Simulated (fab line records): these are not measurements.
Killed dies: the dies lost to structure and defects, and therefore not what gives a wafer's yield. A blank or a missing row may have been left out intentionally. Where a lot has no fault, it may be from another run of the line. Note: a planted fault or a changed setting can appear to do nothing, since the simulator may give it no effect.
Chamber matching ; flow n5Finfet ; N5_BEOL_M14_ETCH_68 on rieDiel-01: 4 sister chambers
The step etches SOC in N2/H2, time 450 s. 8 wafers are shown with their chamber, then 8 later ones without.

== EACH WAFER AND ITS CHAMBER ==
wafer;chamber;showerheadPlenumPTorr (Torr);drypumpMotorCurrentA (A)
L074.6;1;2.66;5.55
L076.4;1;2.65;5.53
L083.2;3;2.48;5.86
L083.3;2;2.51;5.63
L084.1;2;2.51;5.63
L084.4;3;2.48;5.88
L084.5;0;2.43;5.73
L090.3;0;2.43;5.74

== WAFERS WITH NO CHAMBER GIVEN ==
wafer;showerheadPlenumPTorr (Torr);drypumpMotorCurrentA (A)
L090.4;2.64;5.56
L090.6;2.64;5.57
L089.1;2.64;5.56
L089.2;2.47;5.89
L089.4;2.64;5.56
L087.1;2.43;5.74
L087.2;2.47;5.88
L087.6;2.64;5.54

== WHICH CHAMBER EACH ONE RAN IN ==
wafer;from the rows above;in truth
L090.4;1;1
L090.6;1;1
L089.1;1;1
L089.2;3;3
L089.4;1;1
L087.1;0;0
L087.2;3;3
L087.6;1;1
Placed correctly: 8 of 8. Can't be placed from these rows: 0. 0 placed wrongly.
How it was worked out, from the rows above alone: a wafer's distance from a chamber is the root of the sum, over the readings, of the square of ((its reading less the chamber's mean) divided by the reading's scatter). If the next closest chamber is less than 2 further off than the closest, the wafer can't be placed; otherwise it belongs to the closest. For every chamber, the mean is computed from those of its wafers that are shown. The scatter is the square root of a quotient: the sum, over the shown wafers, of each reading's squared deviation from its chamber's mean, divided by wafers minus chambers.
